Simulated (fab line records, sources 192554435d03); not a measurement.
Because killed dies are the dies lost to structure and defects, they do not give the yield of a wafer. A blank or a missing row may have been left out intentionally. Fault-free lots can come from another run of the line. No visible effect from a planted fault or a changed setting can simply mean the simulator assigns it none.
fab line records | flow n5_finfet | part 1 of 2: steps 1 to 14 of 15
[record] lots = 7 wafers = 19 last_day = 17
route steps=1938 shown BEOL_M15@1821 PASS1_DEP@1831 MIM_BOT@1832 MIM_TOP@1834 PASSIVATION@1936
lots that met no fault: from a run of the same line without faults
start_h: the number of hours between the record's first day and the start of the first shown wafer of the lot | wait_h: how many hours have passed since the lot's step before this one | " same as the row above | L1.1+2: several wafers, shown together as one row | - no value, or no start given | * or withheld: withheld | < > ~ a bound
route shown NAME@n: NAME is a module with steps in the file, n the number in the route of the first one | usual: mean/standard deviation of fault-free wafers | same: alike in all rows | chamber/n: place in a boat | sites: per-site readings | _std_site: the values' standard deviation | _edge_site: mean of outer sites minus mean of inner sites | radius_mm: for every site, how far away it sits from the centre of the wafer | mask NAME#n: copy n | behind: the most recent tool/chamber to have shaped the wafer | hold: cause of the lot's hold/its duration in hours/its outcome | device: transistor that didn't switch, given as n, p or np | end of line: the same wafers' tests at the end of the route | a step without rows: its recipe alone | killed: not the wafer's yield, but the dies lost to structure and defects at the first sort | map: a wafer's dies, marking killed ones x, the rest . and places with no die _
set.NAME: the setting that was run; set.NAME@STEP: the one run at that earlier step | model.NAME: the simulator's own value behind a step, which no gauge read
lots at some steps of the route; a table a step, a row a wafer
services: when a tool's chamber went out of use (start_h, in hours from the record's first day, below 0 if earlier), for how many hours, and the reason
[[steps]]
[step N5_BEOL_M15_SPUTTER_45]
[recipe] material = Cu target_thk_a = 1000 temp_c = -20 bias_v = 60 power_w = 26000 chamber_pressure_pa = 0.13 time_s = 16.67
[step N5_BEOL_M15_ECD_47]
[recipe] material = Cu target_thk_a = 18600
[step N5_BEOL_M15_ANNEAL_48]
[recipe] temp_c = 225 time_s = 90 ambient = N2
[step N5_BEOL_M15_CMP_49]
[recipe] stop_on = SiO2 t_overpolish_s = 4.9 down_force_psi = 2 platen_rpm = 80 clearing_platen_down_force_psi = 2 clearing_platen_rpm = 80 post_cmp_clean = cu_alkaline target_thk_nm = 850 clearing_platen_pad_velocity_m_s = 1.5917 pad_velocity_m_s = 1.5917
[usual] barrier_field_endpoint_s = 11.30/0.29 motor_current_A = 8.2/0.81 overpolish_run_s = 4.900/0.0085
[same] t_overpolish_s = 4.9
// columns lot.wafer tool chamber start_h wait_h barrier_field_endpoint_s motor_current_A overpolish_run_s
L794.4 cmp-03 3 235.38 0.2 11.50 8.1 4.892
L794.5 " 1 " " 11.63 10.1 4.904
L794.6 " 2 " " 11.20 7.9 4.897
L802.2 cmp-01 3 332.16 0.2 11.42 9.0 4.891
L802.3 " 1 " " 10.87 7.2 4.884
L802.4 " 2 " " 11.28 7.3 4.900
L806.2 cmp-02 2 350.84 0.5 11.82 8.2 4.915
L806.5 " 0 " " 11.03 7.8 4.894
L806.6 " 1 " " 11.66 8.7 4.891
L804.2 cmp-03 2 351.44 0.2 10.97 7.6 4.889
L804.3 " 0 " " 11.62 6.7 4.895
L804.6 " 3 " " 11.07 8.6 4.898
L809.2 cmp-01 0 373.45 0.3 11.58 8.6 4.894
L809.6 " 3 " " 11.37 8.8 4.881
L815.1 cmp-03 0 387.85 0.3 11.55 7.3 4.906
L815.3 " 1 " " 11.38 9.8 4.892
L815.4 " 2 " " 10.97 7.9 4.894
L814.3 cmp-01 2 388.18 0.2 11.70 7.6 4.897
L814.6 " 2 " " 11.42 6.8 4.895
[step N5_BEOL_M15_THK_MEAS_50]
[recipe] thk_meas_gauge = xrf reads = Cu_of_BEOL_M15_ECD_47
[usual] M15_THK = 836/18
// columns lot.wafer tool chamber start_h wait_h M15_THK[nm]
L794.4 film_metro-02 - 235.60 - 829
L794.5 " - " " 837
L794.6 " - " " 817
L802.2 film_metro-01 - 332.46 - 841
L802.3 " - " " 840
L802.4 " - " " 843
L806.2 film_metro-01 - 351.06 - 847
L806.5 " - " " 824
L806.6 " - " " 850
L804.2 film_metro-01 - 351.73 - 814
L804.3 " - " " 816
L804.6 " - " " 821
L809.2 film_metro-02 - 373.67 - 841
L809.6 " - " " 866
L815.1 film_metro-02 - 388.11 - 841
L815.3 " - " " 864
L815.4 " - " " 872
L814.3 film_metro-01 - 388.44 - 827
L814.6 " - " " 856
[step N5_BEOL_M15_PRE_CLEAN_52]
[recipe] gas = NH3 time_s = 15 temp_c = withheld rf_power_w = 300
[step N5_BEOL_M15_DEP_53]
[recipe] material = SiCN target_thk_a = 500 temp_c = withheld precursor = 3MS/NH3 pressure_torr = 3 rf_w = 675 time_s = 17.8
[usual] showerhead_plenum_p_Torr = 4.161/0.023 throttle_valve_pct = 17.8/0.98
[same] time_s = 17.8
// columns lot.wafer tool chamber start_h wait_h showerhead_plenum_p_Torr throttle_valve_pct
L794.4 pecvd-02 1 235.68 0.0 4.163 18.3
L794.5 " 2 " " 4.176 16.8
L794.6 " 0 " " 4.156 18.5
L802.2 pecvd-04 1 332.52 0.0 4.183 19.9
L802.3 " 2 " " 4.171 18.0
L802.4 " 0 " " 4.170 17.0
L806.2 pecvd-03 0 351.13 0.0 4.114 18.4
L806.5 " 2 " " 4.182 16.9
L806.6 " 0 " " 4.107 18.0
L804.2 pecvd-02 0 351.79 0.0 4.162 18.0
L804.3 " 2 " " 4.190 17.2
L804.6 " 0 " " 4.142 18.3
L809.2 pecvd-02 2 373.73 0.0 4.174 17.1
L809.6 " 1 " " 4.180 18.2
L815.1 pecvd-02 1 388.17 0.0 4.171 18.2
L815.3 " 0 " " 4.150 18.3
L815.4 " 1 " " 4.163 18.3
L814.3 pecvd-04 0 388.53 0.0 4.161 17.0
L814.6 " 2 " " 4.176 18.0
[step N5_BEOL_M15_RS_MEAS_54]
[recipe] thk_meas_gauge = four-point-probe reads = Cu_of_BEOL_M15_ECD_47+Ta_of_BEOL_M15_SPUTTER_44+TaN_of_BEOL_M15_SPUTTER_43
[usual] M15_RS = 0.0214/0.00046
// columns lot.wafer tool chamber start_h wait_h M15_RS[ohm/sq]
L794.4 film_metro-02 - 235.73 0.0 0.0217
L794.5 " - " " 0.0214
L794.6 " - " " 0.0221
L802.2 film_metro-02 - 332.59 0.1 0.0214
L802.3 " - " " 0.0214
L802.4 " - " " 0.0214
L806.2 film_metro-02 - 351.22 0.1 0.0211
L806.5 " - " " 0.0216
L806.6 " - " " 0.0209
L804.2 film_metro-02 - 351.86 0.1 0.0218
L804.3 " - " " 0.0218
L804.6 " - " " 0.0216
L809.2 film_metro-02 - 373.80 0.1 0.0212
L809.6 " - " " 0.0205
L815.1 film_metro-01 - 388.24 0.0 0.0217
L815.3 " - " " 0.0210
L815.4 " - " " 0.0209
L814.3 film_metro-01 - 388.60 0.1 0.0213
L814.6 " - " " 0.0206
[step N5_BEOL_M15_INSPECT_55]
[recipe] inspect_instrument = darkfield mode = post_dep
[usual] raw_defect_count = 71/28
// columns lot.wafer tool chamber start_h wait_h raw_defect_count
L794.4 defect_inspect-02 - 235.76 0.0 147
L794.5 " - " " 91
L794.6 " - " " 122
L802.2 defect_inspect-02 - 332.61 0.0 65
L802.3 " - " " 78
L802.4 " - " " 73
L806.2 defect_inspect-01 - 351.24 0.0 49
L806.5 " - " " 59
L806.6 " - " " 60
L804.2 defect_inspect-01 - 351.88 0.0 73
L804.3 " - " " 59
L804.6 " - " " 57
L809.2 defect_inspect-02 - 373.82 0.0 85
L809.6 " - " " 119
L815.1 defect_inspect-01 - 388.26 0.0 70
L815.3 " - " " 131
L815.4 " - " " 68
L814.3 defect_inspect-01 - 388.63 0.0 22
L814.6 " - " " 83
[step N5_BEOL_M15_RC_MEAS_101]
[usual] COMB_M10 = 1.5e-11/3.4e-12 COMB_M11 = 1.5e-11/3e-12 COMB_M12 = 6.1e-12/1.6e-12 COMB_M12_max_site = 8.8e-12/2.1e-12 COMB_M13 = 4.9e-12/1.5e-12 COMB_M14 = 3.4e-12/1.1e-12 COMB_M14_max_site = 4.8e-12/1.4e-12 COMB_M15 = 2.4e-12/9.8e-13 COMB_M5 = 3.5e-11/7.1e-12 COMB_M5_max_site = 5.3e-11/1.2e-11 COMB_M6 = 2.5e-11/5.5e-12 COMB_M7 = 2.6e-11/5.1e-12 COMB_M8 = 2.5e-11/5.1e-12 COMB_M9 = 1.4e-11/3.4e-12 SERP_M10 = 3.07/0.14 SERP_M11 = 3.05/0.096 SERP_M12 = 0.644/0.019 SERP_M13 = 0.307/0.0074 SERP_M14 = 0.163/0.0075 SERP_M14_max_site = 0.165/0.0075 SERP_M5 = 37.5/1.9 SERP_M6 = 13.6/0.75 SERP_M7 = 13.7/0.67 SERP_M8 = 14.0/0.98 SERP_M9 = 3.06/0.094
// columns lot.wafer tool chamber start_h wait_h COMB_M10[S/m] COMB_M11[S/m] COMB_M12[S/m] COMB_M12_max_site[S/m] COMB_M13[S/m] COMB_M14[S/m] COMB_M14_max_site[S/m] COMB_M15[S/m] COMB_M5[S/m] COMB_M5_max_site[S/m] COMB_M6[S/m] COMB_M7[S/m] COMB_M8[S/m] COMB_M9[S/m] SERP_M10[ohm/um] SERP_M11[ohm/um] SERP_M12[ohm/um] SERP_M13[ohm/um] SERP_M14[ohm/um] SERP_M14_max_site[ohm/um] SERP_M5[ohm/um] SERP_M6[ohm/um] SERP_M7[ohm/um] SERP_M8[ohm/um] SERP_M9[ohm/um]
L794.4 prober-01 0 236.24 0.5 1.5e-11 1e-11 6.6e-12 7.3e-12 3.5e-12 2.8e-12 4.4e-12 9e-13 3.5e-11 4.9e-11 2.1e-11 2.7e-11 2.2e-11 1.3e-11 3.13 3.06 0.620 0.300 0.154 0.155 37.4 14.1 13.6 13.6 2.96
L794.5 " 0 " " 1.6e-11 1.1e-11 5.2e-12 6.5e-12 1.4e-12 2.2e-12 3.2e-12 9e-13 3.5e-11 5.9e-11 2.3e-11 3.1e-11 2.9e-11 9e-12 3.09 2.90 0.639 0.308 0.153 0.154 37.6 14.8 13.2 14.2 3.04
L794.6 " 0 " " 1.3e-11 1.4e-11 6.5e-12 1.03e-11 4.1e-12 2.4e-12 4.6e-12 1e-12 3.8e-11 5.1e-11 1.8e-11 3.7e-11 2.7e-11 1e-11 3.14 3.00 0.617 0.312 0.154 0.156 36.0 13.8 12.8 14.4 3.01
L802.2 prober-02 0 332.79 0.2 2.5e-11 1.8e-11 5.7e-12 7.6e-12 5.7e-12 3.6e-12 5.1e-12 3.1e-12 3.5e-11 5.3e-11 3.7e-11 2.6e-11 1.8e-11 1e-11 3.12 3.11 0.637 0.327 0.167 0.168 38.0 12.9 13.8 14.3 3.23
L802.3 " 0 " " 1.5e-11 1.4e-11 7.5e-12 1.1e-11 9.2e-12 4.3e-12 7.4e-12 2.8e-12 3.2e-11 4.6e-11 2.4e-11 3.2e-11 2.1e-11 1.4e-11 3.13 3.07 0.614 0.310 0.155 0.157 38.8 14.3 13.6 13.2 3.15
L802.4 " 0 " " 1.4e-11 1.9e-11 8.1e-12 1.27e-11 7.6e-12 4.3e-12 5.3e-12 3.5e-12 3.3e-11 4.9e-11 2.1e-11 2.7e-11 2.2e-11 1.5e-11 3.06 3.09 0.646 0.311 0.160 0.162 40.8 14.4 12.8 14.4 3.20
L806.2 prober-01 0 351.42 0.2 1.5e-11 1.5e-11 3.7e-12 7.1e-12 2.6e-12 1.4e-12 2.5e-12 1.2e-12 5.2e-11 7.3e-11 2.7e-11 2e-11 2.5e-11 1.3e-11 3.04 3.08 0.606 0.307 0.170 0.171 36.2 12.1 14.8 14.0 3.07
L806.5 " 0 " " 1.8e-11 1.5e-11 5.3e-12 6.3e-12 2.6e-12 2.5e-12 4e-12 1.5e-12 3.1e-11 4.7e-11 2.2e-11 2.3e-11 2.8e-11 8e-12 3.04 2.93 0.657 0.305 0.167 0.168 36.1 13.5 15.1 14.3 3.01
L806.6 " 0 " " 1.6e-11 1.3e-11 3.6e-12 5.7e-12 3.2e-12 2e-12 4.5e-12 5e-13 2.7e-11 4.9e-11 1.7e-11 2e-11 2.4e-11 1e-11 2.96 3.19 0.655 0.309 0.179 0.179 33.8 12.0 13.7 13.9 3.06
L804.2 prober-02 0 352.06 0.2 1.6e-11 1.5e-11 6.9e-12 1.03e-11 8e-12 3.3e-12 5.6e-12 3.5e-12 3.6e-11 5.1e-11 3.3e-11 1.8e-11 2e-11 2e-11 2.99 2.98 0.659 0.309 0.168 0.169 35.1 13.6 13.5 12.3 3.05
L804.3 " 0 " " 1.5e-11 1.7e-11 6.3e-12 1.41e-11 6.4e-12 3.5e-12 6e-12 3.2e-12 3e-11 4.2e-11 2.6e-11 2.4e-11 2.1e-11 2.1e-11 2.95 3.01 0.657 0.300 0.164 0.165 33.6 13.3 13.9 13.6 3.13
L804.6 " 0 " " 1.7e-11 1.6e-11 8.1e-12 1.06e-11 6.8e-12 3.1e-12 3.7e-12 3.8e-12 2.3e-11 5.3e-11 2.4e-11 2.4e-11 2.3e-11 1.4e-11 3.03 3.33 0.638 0.300 0.163 0.165 34.8 13.2 13.3 13.8 3.09
L809.2 prober-02 0 374.00 0.2 1.3e-11 1.4e-11 5.9e-12 7.2e-12 6.8e-12 4.6e-12 6.4e-12 2.7e-12 3.9e-11 6.8e-11 3.4e-11 2.1e-11 2.3e-11 1.4e-11 3.41 3.04 0.636 0.313 0.176 0.178 38.0 13.2 14.0 14.7 3.19
L809.6 " 0 " " 1.8e-11 1.3e-11 1.11e-11 1.55e-11 6e-12 3.6e-12 4.3e-12 3.5e-12 4.4e-11 7.6e-11 2.7e-11 2.5e-11 2.1e-11 1.2e-11 3.38 2.95 0.662 0.309 0.165 0.167 36.6 13.1 14.1 14.6 3.00
L815.1 prober-01 0 388.29 0.0 1e-11 1.1e-11 3.7e-12 7.2e-12 3.5e-12 3.4e-12 6.3e-12 1.3e-12 3.9e-11 7.2e-11 2.6e-11 2.6e-11 3.6e-11 7e-12 3.15 3.06 0.638 0.311 0.171 0.173 38.1 14.3 12.6 12.7 3.17
L815.3 " 0 " " 1e-11 1.3e-11 3.3e-12 5.6e-12 4.7e-12 2.2e-12 3.4e-12 1.4e-12 4.1e-11 6.5e-11 2.3e-11 1.7e-11 3.5e-11 1.1e-11 2.83 2.96 0.663 0.305 0.168 0.172 33.1 14.0 14.4 13.9 3.08
L815.4 " 0 " " 1.1e-11 1.2e-11 4.8e-12 7.3e-12 4.8e-12 2.5e-12 4.3e-12 2.6e-12 2.5e-11 4e-11 2.6e-11 1.9e-11 2.3e-11 1.1e-11 3.05 3.18 0.669 0.294 0.157 0.159 39.2 13.3 13.3 12.9 3.17
L814.3 prober-02 0 388.96 0.3 2e-11 1.9e-11 5.7e-12 7.5e-12 5.9e-12 5.1e-12 6.3e-12 2.7e-12 3.3e-11 5.5e-11 3.5e-11 3.1e-11 2.2e-11 2e-11 2.92 2.96 0.629 0.300 0.154 0.156 39.4 13.0 12.7 15.0 2.92
L814.6 " 0 " " 1.6e-11 1.8e-11 5.4e-12 8.3e-12 3.8e-12 2.9e-12 3.6e-12 2.9e-12 3e-11 9.4e-11 2.9e-11 2.7e-11 1.7e-11 1.5e-11 3.00 3.02 0.646 0.293 0.155 0.156 36.3 15.1 12.7 16.4 3.28
[step N5_PASSIVATION_PECVD_00]
[recipe] material = SiO2 target_thk_a = 2000 temp_c = 400 precursor = SiH4/N2O pressure_torr = 2.7 rf_w = 608 time_s = 11.2
[usual] heater_power_w = 615/47 showerhead_plenum_p_Torr = 8.14/0.12 throttle_valve_pct = 50/3
[same] time_s = 11.2
// columns lot.wafer tool chamber start_h wait_h heater_power_w showerhead_plenum_p_Torr throttle_valve_pct
L794.4 pecvd-01 0 236.77 0.4 643 8.12 49
L794.5 " 1 " " 617 7.91 54
L794.6 " 2 " " 620 8.13 47
L802.2 pecvd-01 0 333.60 0.7 552 8.13 49
L802.3 " 2 " " 583 8.14 47
L802.4 " 1 " " 562 7.92 54
L806.2 pecvd-04 0 352.23 0.7 530 8.21 48
L806.5 " 2 " " 523 8.25 51
L806.6 " 0 " " 542 8.20 48
L804.2 pecvd-04 0 352.88 0.7 596 8.17 48
L804.3 " 0 " " 619 8.19 49
L804.6 " 2 " " 615 8.23 51
L809.2 pecvd-03 1 374.82 0.7 681 7.96 46
L809.6 " 0 " " 684 7.97 52
L815.1 pecvd-01 0 389.25 0.8 648 8.11 50
L815.3 " 2 " " 611 8.16 47
L815.4 " 2 " " 618 8.15 48
L814.3 pecvd-03 1 389.61 0.5 607 7.97 46
L814.6 " 0 " " 662 7.94 52
[step N5_MIM_BOT_DEGAS_01]
[recipe] ambient = vacuum temp_c = 300 time_s = 60
[usual] heater_power_w = 485/80
[same] time_s = 60
// columns lot.wafer tool chamber start_h wait_h heater_power_w
L794.4 pvd_sputter-02 - 237.31 0.5 446
L794.5 " - " " 643
L794.6 " - " " 438
L802.2 pvd_sputter-02 - 334.24 0.6 502
L802.3 " - " " 449
L802.4 " - " " 639
L806.2 pvd_sputter-02 - 355.00 2.8 388
L806.5 " - " " 470
L806.6 " - " " 386
L804.2 pvd_sputter-02 - 355.12 2.2 638
L804.3 " - " " 508
L804.6 " - " " 387
L809.2 pvd_sputter-02 - 376.07 1.2 496
L809.6 " - " " 383
L815.1 pvd_sputter-03 - 392.34 3.1 539
L815.3 " - " " 571
L815.4 " - " " 375
L814.3 pvd_sputter-03 - 392.56 2.9 471
L814.6 " - " " 570
[step N5_MIM_BOT_SPUTTER_00]
[recipe] material = TiN target_thk_a = 350 temp_c = 200 power_w = 3000 chamber_pressure_pa = 0.49996 gas = Ar reactive_partial_pa = 0.37997 time_s = 89.7
[usual] throttle_valve_pct = 30.0/0.59
// columns lot.wafer tool chamber start_h wait_h throttle_valve_pct model.TiN_of_MIM_BOT_SPUTTER_00.thk_nm
L794.4 pvd_sputter-02 - 237.35 0.0 29.8 35.2
L794.5 " - " " 30.1 34.8
L794.6 " - " " 29.9 35.4
L802.2 pvd_sputter-02 - 334.28 0.0 30.0 35.6
L802.3 " - " " 30.0 34.8
L802.4 " - " " 29.5 34.8
L806.2 pvd_sputter-02 - 355.04 0.0 30.8 34.8
L806.5 " - " " 29.7 10.8
L806.6 " - " " 30.6 10.8
L804.2 pvd_sputter-02 - 355.16 0.0 29.6 34.4
L804.3 " - " " 30.0 35.4
L804.6 " - " " 31.1 10.6
L809.2 pvd_sputter-02 - 376.11 0.0 30.2 34.8
L809.6 " - " " 30.7 10.4
L815.1 pvd_sputter-03 - 392.38 0.0 29.3 34.4
L815.3 " - " " 30.0 34.8
L815.4 " - " " 29.7 34.6
L814.3 pvd_sputter-03 - 392.60 0.0 30.1 35.6
L814.6 " - " " 29.5 35
[step N5_MIM_TOP_ALD_00]
[recipe] material = Al2O3 target_thk_a = * temp_c = withheld ald_precursor_family = TMA ald_co_reactant = O3 pulse_time_s = withheld purge_time_s = 3 co_reactant_purge_time_s = withheld co_reactant_pulse_time_s = 3 ald_cycles = withheld
[usual] precursor_pulse_height_rel = 1.000/0.019
// columns lot.wafer tool chamber start_h wait_h precursor_pulse_height_rel
L794.4 ald_hk-02 2 237.45 0.1 0.988
L794.5 " 3 " " 0.998
L794.6 " 0 " " 1.004
L802.2 ald_hk-02 0 334.38 0.1 0.993
L802.3 " 3 " " 0.956
L802.4 " 2 " " 1.025
L806.2 ald_hk-02 3 355.14 0.1 1.024
L806.5 " 2 " " 0.984
L806.6 " 1 " " 0.985
L804.2 ald_hk-01 1 355.26 0.1 0.999
L804.3 " 3 " " 1.018
L804.6 " 2 " " 0.989
L809.2 ald_hk-02 1 376.21 0.1 0.990
L809.6 " 0 " " 1.018
L815.1 ald_hk-02 3 392.48 0.1 0.997
L815.3 " 0 " " 1.012
L815.4 " 1 " " 1.010
L814.3 ald_hk-01 2 392.70 0.1 0.985
L814.6 " 0 " " 1.013
[[key]]
first_sign none at tools or gauges
[model_effect] step = N5_MIM_BOT_SPUTTER_00 value = TiN_of_MIM_BOT_SPUTTER_00.thk_nm without = 34.85 struck = 10.65
met_at N5_MIM_BOT_SPUTTER_00
struck_wafers L804.6,L806.5,L806.6,L809.6
onset_between 334.28 355.04
[fault] kind = process_parameter_drift tool = pvd_sputter-02 chamber = - onset_h = 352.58 steps = N5_MIM_BOT_SPUTTER_00 channel = time_s offset = * shape = step end_h = 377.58 scope = struck_wafers_only acts_in = * stated = *
